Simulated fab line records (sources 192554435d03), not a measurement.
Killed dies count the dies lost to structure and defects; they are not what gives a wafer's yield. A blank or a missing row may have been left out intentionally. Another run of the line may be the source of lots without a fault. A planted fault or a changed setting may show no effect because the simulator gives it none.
Chamber matching :: flow n5-finfet :: N5_BEOL_M7_ETCH_72 on rie-diel-06 has 4 sister chambers
The step etches underlayer in N2/H2, target depth 6.5 nm, time 5.2 s. 22 wafers are shown with their chamber, then 11 later ones without.

WAFERS WITH THEIR CHAMBER
wafer: L076.1
chamber: 2
throttle-valve-pct (%): 17.98
oes-product-au (a.u.): 0.63
etch-rf-on-time-s (s): 5.11

wafer: L076.2
chamber: 3
throttle-valve-pct (%): 17.95
oes-product-au (a.u.): 0.63
etch-rf-on-time-s (s): 5.24

wafer: L076.4
chamber: 1
throttle-valve-pct (%): 17.92
oes-product-au (a.u.): 0.59
etch-rf-on-time-s (s): 5.30

wafer: L075.3
chamber: 0
throttle-valve-pct (%): 17.61
oes-product-au (a.u.): 0.72
etch-rf-on-time-s (s): 5.41

wafer: L075.4
chamber: 2
throttle-valve-pct (%): 17.97
oes-product-au (a.u.): 0.62
etch-rf-on-time-s (s): 5.13

wafer: L075.5
chamber: 2
throttle-valve-pct (%): 18.03
oes-product-au (a.u.): 0.62
etch-rf-on-time-s (s): 5.12

wafer: L079.1
chamber: 0
throttle-valve-pct (%): 17.61
oes-product-au (a.u.): 0.72
etch-rf-on-time-s (s): 5.23

wafer: L079.2
chamber: 3
throttle-valve-pct (%): 17.98
oes-product-au (a.u.): 0.62
etch-rf-on-time-s (s): 5.20

wafer: L079.6
chamber: 2
throttle-valve-pct (%): 18.00
oes-product-au (a.u.): 0.63
etch-rf-on-time-s (s): 5.09

wafer: L081.2
chamber: 0
throttle-valve-pct (%): 17.63
oes-product-au (a.u.): 0.71
etch-rf-on-time-s (s): 5.30

wafer: L081.4
chamber: 1
throttle-valve-pct (%): 17.93
oes-product-au (a.u.): 0.61
etch-rf-on-time-s (s): 5.29

wafer: L081.5
chamber: 0
throttle-valve-pct (%): 17.63
oes-product-au (a.u.): 0.72
etch-rf-on-time-s (s): 5.26

wafer: L082.4
chamber: 3
throttle-valve-pct (%): 17.98
oes-product-au (a.u.): 0.63
etch-rf-on-time-s (s): 5.23

wafer: L082.5
chamber: 0
throttle-valve-pct (%): 17.60
oes-product-au (a.u.): 0.71
etch-rf-on-time-s (s): 5.33

wafer: L082.6
chamber: 1
throttle-valve-pct (%): 17.94
oes-product-au (a.u.): 0.61
etch-rf-on-time-s (s): 5.30

wafer: L083.1
chamber: 3
throttle-valve-pct (%): 17.99
oes-product-au (a.u.): 0.63
etch-rf-on-time-s (s): 5.18

wafer: L083.2
chamber: 1
throttle-valve-pct (%): 17.94
oes-product-au (a.u.): 0.59
etch-rf-on-time-s (s): 5.30

wafer: L083.6
chamber: 1
throttle-valve-pct (%): 17.94
oes-product-au (a.u.): 0.59
etch-rf-on-time-s (s): 5.28

wafer: L080.1
chamber: 3
throttle-valve-pct (%): 17.98
oes-product-au (a.u.): 0.62
etch-rf-on-time-s (s): 5.18

wafer: L080.2
chamber: 1
throttle-valve-pct (%): 17.96
oes-product-au (a.u.): 0.59
etch-rf-on-time-s (s): 5.28

wafer: L080.4
chamber: 0
throttle-valve-pct (%): 17.63
oes-product-au (a.u.): 0.70
etch-rf-on-time-s (s): 5.32

wafer: L085.1
chamber: 0
throttle-valve-pct (%): 17.64
oes-product-au (a.u.): 0.71
etch-rf-on-time-s (s): 5.31

SIGNATURES (means of the wafers above)
reading: throttle-valve-pct
chamber 0: 17.6214
chamber 1: 17.9383
chamber 2: 17.9950
chamber 3: 17.9760
scatter within a chamber: 0.017

reading: oes-product-au
chamber 0: 0.7129
chamber 1: 0.5967
chamber 2: 0.6250
chamber 3: 0.6260
scatter within a chamber: 0.0078

reading: etch-rf-on-time-s
chamber 0: 5.3086
chamber 1: 5.2917
chamber 2: 5.1125
chamber 3: 5.2060
scatter within a chamber: 0.0365
Rule: for each reading, subtract the chamber's mean from the wafer's reading, divide by that reading's scatter and square the result; add these up over the readings and take the root, which gives the wafer's distance from the chamber. If the next closest chamber is less than 2 further off than the closest, the wafer can't be placed; otherwise it belongs to the closest. How the scatter is found: for the shown wafers, subtract from each reading the mean of its chamber, square and add these, divide the total by (wafers less chambers), then take the root.

WAFERS WHOSE CHAMBER IS MISSING
wafer: L085.3
throttle-valve-pct (%): 18.01
oes-product-au (a.u.): 0.62
etch-rf-on-time-s (s): 5.20

wafer: L085.5
throttle-valve-pct (%): 17.97
oes-product-au (a.u.): 0.59
etch-rf-on-time-s (s): 5.34

wafer: L091.2
throttle-valve-pct (%): 17.95
oes-product-au (a.u.): 0.59
etch-rf-on-time-s (s): 5.32

wafer: L091.3
throttle-valve-pct (%): 18.05
oes-product-au (a.u.): 0.62
etch-rf-on-time-s (s): 5.08

wafer: L091.6
throttle-valve-pct (%): 17.97
oes-product-au (a.u.): 0.59
etch-rf-on-time-s (s): 5.29

wafer: L095.2
throttle-valve-pct (%): 17.63
oes-product-au (a.u.): 0.69
etch-rf-on-time-s (s): 5.27

wafer: L095.3
throttle-valve-pct (%): 18.02
oes-product-au (a.u.): 0.58
etch-rf-on-time-s (s): 5.35

wafer: L095.4
throttle-valve-pct (%): 18.03
oes-product-au (a.u.): 0.61
etch-rf-on-time-s (s): 5.23

wafer: L097.1
throttle-valve-pct (%): 18.04
oes-product-au (a.u.): 0.60
etch-rf-on-time-s (s): 5.09

wafer: L097.4
throttle-valve-pct (%): 18.04
oes-product-au (a.u.): 0.61
etch-rf-on-time-s (s): 5.26

wafer: L097.5
throttle-valve-pct (%): 17.70
oes-product-au (a.u.): 0.69
etch-rf-on-time-s (s): 5.33

CHAMBER TAKEN BY EACH
wafer: L085.3
from the rows above: can't be placed: 3 or 2
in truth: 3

wafer: L085.5
from the rows above: 1
in truth: 1

wafer: L091.2
from the rows above: 1
in truth: 1

wafer: L091.3
from the rows above: 2
in truth: 2

wafer: L091.6
from the rows above: 1
in truth: 1

wafer: L095.2
from the rows above: 0
in truth: 0

wafer: L095.3
from the rows above: 1
in truth: 1

wafer: L095.4
from the rows above: can't be placed: 3 or 2
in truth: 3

wafer: L097.1
from the rows above: can't be placed: 2 or 3
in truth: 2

wafer: L097.4
from the rows above: can't be placed: 3 or 2 or 1
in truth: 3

wafer: L097.5
from the rows above: 0
in truth: 0
Placed correctly: 7 of 11. These rows do not allow placing 4 (true chamber among the candidates in 4). Wrongly placed: 0.
